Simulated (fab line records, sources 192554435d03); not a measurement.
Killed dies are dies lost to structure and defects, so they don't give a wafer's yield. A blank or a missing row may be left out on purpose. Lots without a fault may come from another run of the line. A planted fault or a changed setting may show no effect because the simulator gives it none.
A struck lot beside a sound one | flow n5_finfet | 37 steps out of a route of 1938
Sound: wafers L459.2, L459.3, L459.5. Struck: wafers L470.3, L470.5, L470.6. The cause comes at the end.
At each step with rows: each side's tool, then ch and its chambers, then its first start. Under that, the readings that differ: sound wafers | struck wafers | difference of the means | sigmas: that difference in standard deviations of wafers without a fault.
alike: readings whose means differ by less than 2 such deviations, and words and numbers that are the same on both sides. not compared: withheld readings, readings that some wafer has no value for, bounds like >300 that may hide the same value, and numbers for which the record gives no deviation and whose values overlap.
The two part at a step that has a row with sigmas, a row that says differs or no value, or rows on one side only. Numbers that don't overlap but have no deviation are shown without sigmas and don't part them. A reading that every wafer of one side lacks parts them only if that side has two wafers or more.

first, 11 steps without rows for these wafers: N5_BEOL_M7_ETCH_72 (etches underlayer in N2/H2, target depth 6.5 nm, time 5.2 s); N5_BEOL_M7_ETCH_65 (etches SiARC in CF4, target depth 15.6 nm, time 26 s); N5_BEOL_M7_ETCH_66 (etches SOC in N2/H2, target depth 80 nm, overetch 16 nm, time 120 s); N5_BEOL_M7_STRIP_69 (strips in N2/H2); N5_BEOL_M7_STRIP_73 (strips in N2/H2); N5_BEOL_M7_VIA_ETCH_34 (etches SiCOH lowk in C4F6/O2, target depth 125.5 nm, time 50.5 s); N5_BEOL_M7_STRIP_76 (strips in C4F6/O2); N5_BEOL_M7_STRIP_36 (strips in N2/H2); N5_BEOL_M7_TRENCH_ETCH_37 (etches SiCOH lowk in C4F6/O2, target depth 93.478 nm, time 31.2 s); N5_BEOL_M7_ETCH_41 (etches SiCN in CH3F/O2, target depth 31.9 nm, time 57.8 s); N5_BEOL_M7_STRIP_80 (strips in N2/H2, time 10 s).
N5_BEOL_M7_HM_STRIP_39: strips TiN in peroxide tin strip, target depth 25 nm, time 158 s.
  sound on wet_bench-04 ch 2,4,7, day 9 03:59; struck on wet_bench-05 ch 2,3,4, day 12 03:32
  alike: temp_c
then, 24 steps without rows for these wafers: N5_BEOL_M7_SRD_40 (time 30 s); N5_BEOL_M7_PRECLEAN_42 (cleans in residue remover, time 60 s); N5_BEOL_M7_SRD_43 (time 30 s); N5_BEOL_M7_CURE_75 (cures SiCOH lowk, time 120 s); N5_BEOL_M7_DEGAS_44 (time 60 s); N5_BEOL_M7_PRE_CLEAN_45 (time 30 s); N5_BEOL_M7_ALD_77 (deposits TaN, target thk 2 nm, pulse time 2 s, purge time 3 s); N5_BEOL_M7_SURFACE_TREAT_79; N5_BEOL_M7_CVD_78 (deposits Co from CCTBA/H2, target thk 2 nm, time 142.3 s); N5_BEOL_M7_SPUTTER_48 (material Cu, target thk 10 nm, time 1.667 s); N5_BEOL_M7_ECD_50 (material Cu, target thk 300 nm); N5_BEOL_M7_ANNEAL_51 (time 90 s); N5_BEOL_M7_CMP_52 (polishes, stops on SiCOH lowk, t overpolish 6.9 s, target thk 80 nm); N5_BEOL_M7_PRE_CLEAN_55 (time 15 s); N5_BEOL_M7_DEP_56 (deposits SiCN from 3MS/NH3, target thk 10 nm, time 17.5 s); N5_BEOL_M8_ILD_DEP_00 (deposits SiCOH lowk from DEMS/porogen, target thk 179.75 nm, time 33.4 s); N5_BEOL_M8_CURE_74 (cures SiCOH lowk, time 240 s); N5_BEOL_M8_PECVD_70 (deposits SiO2 from TEOS/O2, target thk 20 nm, time 22.7 s); N5_BEOL_M8_HM_DEP_02 (deposits TiN, target thk 20 nm); N5_BEOL_M8_COAT_59 (time 60 s, resist thk 100 nm); N5_BEOL_M8_COAT_60 (time 60 s, resist thk 35 nm); N5_BEOL_M8_COAT_05 (resist thk 90 nm); N5_BEOL_M8_EBR_07; N5_BEOL_M8_SOFTBAKE_06 (time 60 s).
-- the record jumps here: 3 days lie between the struck wafers' starts before and after (it left off in module BEOL_M8 and takes up again in module PASSIVATION, whose first step shown is number 1936 of the route) --
N5_PASSIVATION_PROBE_49:
  the record has rows for the struck wafers here (prober-01, day 15 03:55) and none for the sound ones

WHERE THEY PART
Only at N5_PASSIVATION_PROBE_49, within this record.

WHY: what the simulator had put in
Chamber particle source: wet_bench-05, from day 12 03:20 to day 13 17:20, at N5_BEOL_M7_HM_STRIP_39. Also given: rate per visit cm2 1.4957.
